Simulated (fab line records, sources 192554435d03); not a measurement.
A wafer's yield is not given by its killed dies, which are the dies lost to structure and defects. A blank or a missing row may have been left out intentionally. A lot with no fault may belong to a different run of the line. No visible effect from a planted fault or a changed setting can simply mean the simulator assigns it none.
Which tool did it? | flow n5Finfet | 24 lots with 72 wafers sampled at 6 steps, on a route of 1938 steps

WHAT THE GAUGES SHOWED, per wafer
No reading from a measuring or inspecting step in the record can be judged against a usual standard deviation.

WHICH TOOL RAN EACH LOT (tool, then ch and the chambers of the sampled wafers, then the start)
lot  | N5_BEOL_M0_SAQP_HM_DEP_111      | N5_BEOL_M0_SAQP_SPACER1_ALD_98   | N5_BEOL_M0_ALD_136                 | N5_BEOL_M0_ANNEAL_119           | N5_BEOL_M0_PRE_CLEAN_131        | N5_BEOL_M1_HM_DEP_02
L074 | pecvd-03 ch 1,2, day 5 13:25    | aldSin-02 ch 0,2, day 5 14:52    | aldMetal-01 ch 0,3, day 5 22:56    | rtpAnneal-02 ch 0, day 5 23:55  | cvdCo-01 ch 0,2, day 6 00:56    | pvdSputter-03, day 6 01:59
L075 | pecvd-02 ch 0,2, day 5 22:23    | aldSin-03 ch 2,3, day 6 00:02    | aldMetal-03 ch 0,1,3, day 6 06:01  | rtpAnneal-02 ch 0, day 6 07:22  | cvdCo-02 ch 2, day 6 08:00      | pvdSputter-01, day 6 12:10
L076 | pecvd-03 ch 1,2, day 5 23:35    | aldSin-03 ch 0,3, day 6 01:01    | aldMetal-03 ch 0,1,2, day 6 11:14  | rtpAnneal-01 ch 0, day 6 13:05  | cvdCo-01 ch 0,1,2, day 6 13:43  | pvdSputter-01, day 6 16:26
L077 | pecvd-02 ch 0,1,2, day 6 22:26  | aldSin-03 ch 2,3, day 7 01:01    | aldMetal-04 ch 0,2,3, day 7 08:59  | rtpAnneal-02 ch 0, day 7 10:29  | cvdCo-02 ch 0,1,2, day 7 11:05  | pvdSputter-01, day 7 11:41
L078 | pecvd-03 ch 0,1, day 6 22:34    | aldSin-02 ch 0,1,2, day 7 01:16  | aldMetal-04 ch 0,3, day 7 10:10    | rtpAnneal-02 ch 0, day 7 11:29  | cvdCo-01 ch 0,1, day 7 12:40    | pvdSputter-03, day 7 14:05
L079 | pecvd-03 ch 0,1,2, day 6 22:52  | aldSin-03 ch 0,2, day 7 01:28    | aldMetal-03 ch 1,2,3, day 7 09:45  | rtpAnneal-01 ch 0, day 7 11:19  | cvdCo-01 ch 1, day 7 12:26      | pvdSputter-03, day 7 13:56
L080 | pecvd-01 ch 0,1,2, day 7 01:47  | aldSin-03 ch 0,1,2, day 7 03:46  | aldMetal-04 ch 0,1,2, day 7 11:05  | rtpAnneal-02 ch 0, day 7 12:14  | cvdCo-02 ch 0,1, day 7 13:07    | pvdSputter-01, day 7 14:09
L081 | pecvd-02 ch 0,1,2, day 7 08:18  | aldSin-03 ch 2,3, day 7 11:11    | aldMetal-01 ch 2,3, day 7 18:20    | rtpAnneal-02 ch 0, day 7 19:33  | cvdCo-02 ch 0,1, day 7 20:07    | pvdSputter-02, day 7 22:14
L082 | pecvd-02 ch 0,2, day 7 10:37    | aldSin-03 ch 1,2, day 7 12:03    | aldMetal-04 ch 0,2, day 7 18:20    | rtpAnneal-02 ch 0, day 7 19:44  | cvdCo-02 ch 0,1, day 7 20:22    | pvdSputter-02, day 7 22:20
L083 | pecvd-01 ch 0,1,2, day 7 17:55  | aldSin-04 ch 0,1,2, day 7 19:32  | aldMetal-01 ch 0,1,3, day 8 03:37  | rtpAnneal-02 ch 0, day 8 06:01  | cvdCo-02 ch 0,1,2, day 8 06:36  | pvdSputter-03, day 8 07:17
L084 | pecvd-01 ch 0,2, day 7 23:22    | aldSin-03 ch 1,2,3, day 8 00:49  | aldMetal-03 ch 0,1,3, day 8 07:01  | rtpAnneal-01 ch 0, day 8 08:07  | cvdCo-02 ch 0,1,2, day 8 08:44  | pvdSputter-03, day 8 11:07
L085 | pecvd-02 ch 0,1,2, day 8 07:02  | aldSin-04 ch 0,2,3, day 8 08:28  | aldMetal-04 ch 0,2,3, day 8 18:40  | rtpAnneal-02 ch 0, day 8 20:05  | cvdCo-02 ch 0,1,2, day 8 20:43  | pvdSputter-01, day 8 21:34
L086 | pecvd-01 ch 0,1, day 8 11:44    | aldSin-04 ch 1,2,3, day 8 14:31  | aldMetal-04 ch 0,2,3, day 8 20:45  | rtpAnneal-02 ch 0, day 8 21:51  | cvdCo-02 ch 0,2, day 8 22:29    | pvdSputter-03, day 8 23:36
L087 | pecvd-03 ch 0,2, day 8 21:03    | aldSin-03 ch 0,2,3, day 8 23:26  | aldMetal-01 ch 1,2,3, day 9 06:24  | rtpAnneal-02 ch 0, day 9 07:28  | cvdCo-02 ch 1,2, day 9 08:22    | pvdSputter-02, day 9 11:14
L088 | pecvd-03 ch 0,1,2, day 9 00:26  | aldSin-02 ch 0,2,3, day 9 02:27  | aldMetal-04 ch 2,3, day 9 11:54    | rtpAnneal-02 ch 0, day 9 13:42  | cvdCo-01 ch 0,2, day 9 14:34    | pvdSputter-03, day 9 16:51
L089 | pecvd-02 ch 0,1,2, day 9 06:29  | aldSin-02 ch 0,2,3, day 9 07:55  | aldMetal-04 ch 1,2, day 9 14:18    | rtpAnneal-01 ch 0, day 9 17:10  | cvdCo-01 ch 0,1, day 9 17:46    | pvdSputter-02, day 9 18:48
L090 | pecvd-03 ch 0,1,2, day 9 11:30  | aldSin-03 ch 0,2,3, day 9 12:50  | aldMetal-04 ch 2,3, day 9 19:20    | rtpAnneal-01 ch 0, day 10 00:23 | cvdCo-02 ch 0,1, day 10 02:04   | pvdSputter-02, day 10 03:11
L091 | pecvd-02 ch 0,1,2, day 9 14:30  | aldSin-03 ch 0,1,2, day 9 17:05  | aldMetal-01 ch 0,1,2, day 10 00:45 | rtpAnneal-02 ch 0, day 10 02:53 | cvdCo-01 ch 0,2, day 10 03:31   | pvdSputter-03, day 10 04:56
L092 | pecvd-01 ch 0,2, day 10 01:07   | aldSin-04 ch 0,1,3, day 10 02:25 | aldMetal-01 ch 1,2,3, day 10 11:14 | rtpAnneal-02 ch 0, day 10 12:20 | cvdCo-02 ch 0,1,2, day 10 12:58 | pvdSputter-02, day 10 14:58
L093 | pecvd-03 ch 1,2, day 10 05:08   | aldSin-04 ch 0,1, day 10 08:22   | aldMetal-04 ch 0,1, day 10 16:55   | rtpAnneal-02 ch 0, day 10 19:28 | cvdCo-02 ch 0,1,2, day 10 20:04 | pvdSputter-03, day 10 22:09
L094 | pecvd-03 ch 1,2, day 10 15:35   | aldSin-04 ch 2,3, day 10 17:02   | aldMetal-03 ch 0,2, day 10 23:41   | rtpAnneal-01 ch 0, day 11 01:13 | cvdCo-01 ch 1,2, day 11 01:46   | pvdSputter-02, day 11 03:21
L095 | pecvd-02 ch 0,1,2, day 10 17:13 | aldSin-04 ch 0,1,2, day 10 19:28 | aldMetal-04 ch 0,2, day 11 01:49   | rtpAnneal-02 ch 0, day 11 03:13 | cvdCo-02 ch 0,1,2, day 11 03:51 | pvdSputter-01, day 11 06:26
L096 | pecvd-02 ch 0,1, day 10 23:25   | aldSin-02 ch 0,1,3, day 11 00:43 | aldMetal-03 ch 0,2,3, day 11 07:18 | rtpAnneal-02 ch 0, day 11 08:17 | cvdCo-01 ch 0,1,2, day 11 08:54 | pvdSputter-03, day 11 10:47
L097 | pecvd-02 ch 1,2, day 11 04:03   | aldSin-04 ch 0,2,3, day 11 05:28 | aldMetal-04 ch 1,3, day 11 12:27   | rtpAnneal-02 ch 0, day 11 14:34 | cvdCo-02 ch 1,2, day 11 15:13   | pvdSputter-02, day 11 17:56
- N5_BEOL_M0_SAQP_HM_DEP_111: deposits SiO2 from SiH4/N2O, target thk 12 nm, time 7.2 s.
- N5_BEOL_M0_SAQP_SPACER1_ALD_98: deposits SiO2, target thk 12.8 nm, pulse time 1 s, purge time 2 s.
- N5_BEOL_M0_ALD_136: deposits TaN, pulse time 2 s, purge time 3 s, co reactant purge time 2 s.
- N5_BEOL_M0_ANNEAL_119: time 90 s.
- N5_BEOL_M0_PRE_CLEAN_131: time 15 s.
- N5_BEOL_M1_HM_DEP_02: deposits TiN, target thk 20 nm.

AS READ BY THE TOOLS THEMSELVES (means over the sampled wafers that have a number; for cases with no such wafer, the mark the record gives instead)
N5_BEOL_M0_SAQP_HM_DEP_111.
lot  | tool     | heaterPowerW (W) | showerheadPlenumPTorr (Torr) | showerheadVppV (V)
L074 | pecvd-03 | 759              | 8.20                         | 1060
L075 | pecvd-02 | 849              | 8.19                         | 1054
L076 | pecvd-03 | 694              | 8.19                         | 1052
L077 | pecvd-02 | 780              | 8.18                         | 1026
L078 | pecvd-03 | 790              | 8.20                         | 1038
L079 | pecvd-03 | 784              | 8.20                         | 1050
L080 | pecvd-01 | 768              | 8.18                         | 1021
L081 | pecvd-02 | 785              | 8.17                         | 1038
L082 | pecvd-02 | 732              | 8.20                         | 1033
L083 | pecvd-01 | 760              | 8.21                         | 1016
L084 | pecvd-01 | 733              | 8.20                         | 1020
L085 | pecvd-02 | 801              | 8.19                         | 1030
L086 | pecvd-01 | 801              | 8.11                         | 995
L087 | pecvd-03 | 643              | 8.11                         | 1028
L088 | pecvd-03 | 735              | 8.20                         | 1053
L089 | pecvd-02 | 808              | 8.19                         | 1029
L090 | pecvd-03 | 728              | 8.21                         | 1053
L091 | pecvd-02 | 784              | 8.18                         | 1023
L092 | pecvd-01 | 698              | 8.12                         | 1001
L093 | pecvd-03 | 644              | 8.19                         | 1068
L094 | pecvd-03 | 759              | 8.19                         | 1054
L095 | pecvd-02 | 811              | 8.17                         | 1036
L096 | pecvd-02 | 769              | 8.15                         | 1036
L097 | pecvd-02 | 750              | 8.17                         | 1001

N5_BEOL_M0_SAQP_SPACER1_ALD_98.
lot  | tool      | heaterPowerW (W) | precursorPulseHeightRel
L074 | aldSin-02 | 483              | 1.017
L075 | aldSin-03 | 465              | 0.979
L076 | aldSin-03 | 475              | 1.025
L077 | aldSin-03 | 422              | 1.013
L078 | aldSin-02 | 484              | 0.991
L079 | aldSin-03 | 415              | 0.989
L080 | aldSin-03 | 468              | 0.986
L081 | aldSin-03 | 463              | 0.990
L082 | aldSin-03 | 505              | 0.998
L083 | aldSin-04 | 409              | 1.017
L084 | aldSin-03 | 490              | 0.994
L085 | aldSin-04 | 415              | 0.978
L086 | aldSin-04 | 432              | 1.012
L087 | aldSin-03 | 432              | 0.989
L088 | aldSin-02 | 445              | 0.996
L089 | aldSin-02 | 446              | 0.990
L090 | aldSin-03 | 440              | 0.989
L091 | aldSin-03 | 461              | 0.999
L092 | aldSin-04 | 443              | 1.005
L093 | aldSin-04 | 439              | 1.022
L094 | aldSin-04 | 396              | 1.012
L095 | aldSin-04 | 415              | 0.998
L096 | aldSin-02 | 442              | 0.993
L097 | aldSin-04 | 417              | 0.999

N5_BEOL_M0_ALD_136.
lot  | tool        | heaterPowerW (W)
L074 | aldMetal-01 | 378
L075 | aldMetal-03 | 430
L076 | aldMetal-03 | 453
L077 | aldMetal-04 | 391
L078 | aldMetal-04 | 391
L079 | aldMetal-03 | 444
L080 | aldMetal-04 | 395
L081 | aldMetal-01 | 352
L082 | aldMetal-04 | 386
L083 | aldMetal-01 | 422
L084 | aldMetal-03 | 432
L085 | aldMetal-04 | 384
L086 | aldMetal-04 | 388
L087 | aldMetal-01 | 385
L088 | aldMetal-04 | 380
L089 | aldMetal-04 | 383
L090 | aldMetal-04 | 378
L091 | aldMetal-01 | 418
L092 | aldMetal-01 | 384
L093 | aldMetal-04 | 400
L094 | aldMetal-03 | 456
L095 | aldMetal-04 | 378
L096 | aldMetal-03 | 442
L097 | aldMetal-04 | 398

N5_BEOL_M0_ANNEAL_119.
lot  | tool         | wafer_temp_C_max
L074 | rtpAnneal-02 | 226.02
L075 | rtpAnneal-02 | 225.99
L076 | rtpAnneal-01 | 225.77
L077 | rtpAnneal-02 | 225.66
L078 | rtpAnneal-02 | 226.04
L079 | rtpAnneal-01 | 225.66
L080 | rtpAnneal-02 | 226.08
L081 | rtpAnneal-02 | 225.93
L082 | rtpAnneal-02 | 225.75
L083 | rtpAnneal-02 | 225.94
L084 | rtpAnneal-01 | 225.90
L085 | rtpAnneal-02 | 225.80
L086 | rtpAnneal-02 | 225.60
L087 | rtpAnneal-02 | 226.03
L088 | rtpAnneal-02 | 226.08
L089 | rtpAnneal-01 | 225.77
L090 | rtpAnneal-01 | 225.66
L091 | rtpAnneal-02 | 225.88
L092 | rtpAnneal-02 | 226.00
L093 | rtpAnneal-02 | 225.73
L094 | rtpAnneal-01 | 225.75
L095 | rtpAnneal-02 | 226.08
L096 | rtpAnneal-02 | 225.83
L097 | rtpAnneal-02 | 225.95

N5_BEOL_M0_PRE_CLEAN_131.
lot  | tool     | heaterPowerW (W)
L074 | cvdCo-01 | 76
L075 | cvdCo-02 | 89
L076 | cvdCo-01 | 80
L077 | cvdCo-02 | 83
L078 | cvdCo-01 | 86
L079 | cvdCo-01 | 75
L080 | cvdCo-02 | 78
L081 | cvdCo-02 | 77
L082 | cvdCo-02 | 80
L083 | cvdCo-02 | 83
L084 | cvdCo-02 | 82
L085 | cvdCo-02 | 83
L086 | cvdCo-02 | 87
L087 | cvdCo-02 | 78
L088 | cvdCo-01 | 77
L089 | cvdCo-01 | 81
L090 | cvdCo-02 | 81
L091 | cvdCo-01 | 78
L092 | cvdCo-02 | 83
L093 | cvdCo-02 | 84
L094 | cvdCo-01 | 74
L095 | cvdCo-02 | 84
L096 | cvdCo-01 | 80
L097 | cvdCo-02 | 85

N5_BEOL_M1_HM_DEP_02.
lot  | tool          | throttleValvePct (%)
L074 | pvdSputter-03 | 28.7
L075 | pvdSputter-01 | 31.4
L076 | pvdSputter-01 | 30.5
L077 | pvdSputter-01 | 30.4
L078 | pvdSputter-03 | 30.9
L079 | pvdSputter-03 | 30.2
L080 | pvdSputter-01 | 31.2
L081 | pvdSputter-02 | 30.4
L082 | pvdSputter-02 | 30.7
L083 | pvdSputter-03 | 29.8
L084 | pvdSputter-03 | 30.4
L085 | pvdSputter-01 | 30.4
L086 | pvdSputter-03 | 29.9
L087 | pvdSputter-02 | 30.6
L088 | pvdSputter-03 | 29.8
L089 | pvdSputter-02 | 30.3
L090 | pvdSputter-02 | 29.7
L091 | pvdSputter-03 | 30.0
L092 | pvdSputter-02 | 30.2
L093 | pvdSputter-03 | 29.0
L094 | pvdSputter-02 | 30.6
L095 | pvdSputter-01 | 30.8
L096 | pvdSputter-03 | 30.2
L097 | pvdSputter-02 | 30.2

THE ANSWER, worked out from the rows above alone
Rule: the lots themselves supply what counts as usual. The widest of any qualifying gaps counts: lots, ordered by their means at a reading, are off when they make up no more than a third of the lots, leave a main group of 4 or more, and stand apart from it by 3 or more times the standard deviation of that group's means. Not used: any main group whose means are identical at the precision the tables above print for the reading. A lot without any number at a reading at which 4 lots or more have one is off too. All remaining lots with rows at the step are treated as sound. The gauges are gone through in route order, then the tools' own readings, and for those a lot's mean is taken as printed above. At the first step where some lot is off, the reading lying furthest off is the one used; lots without a number count as furthest.
None of the lots is off at any reading shown; this tells nothing.

WHAT THE SIMULATOR PUT IN
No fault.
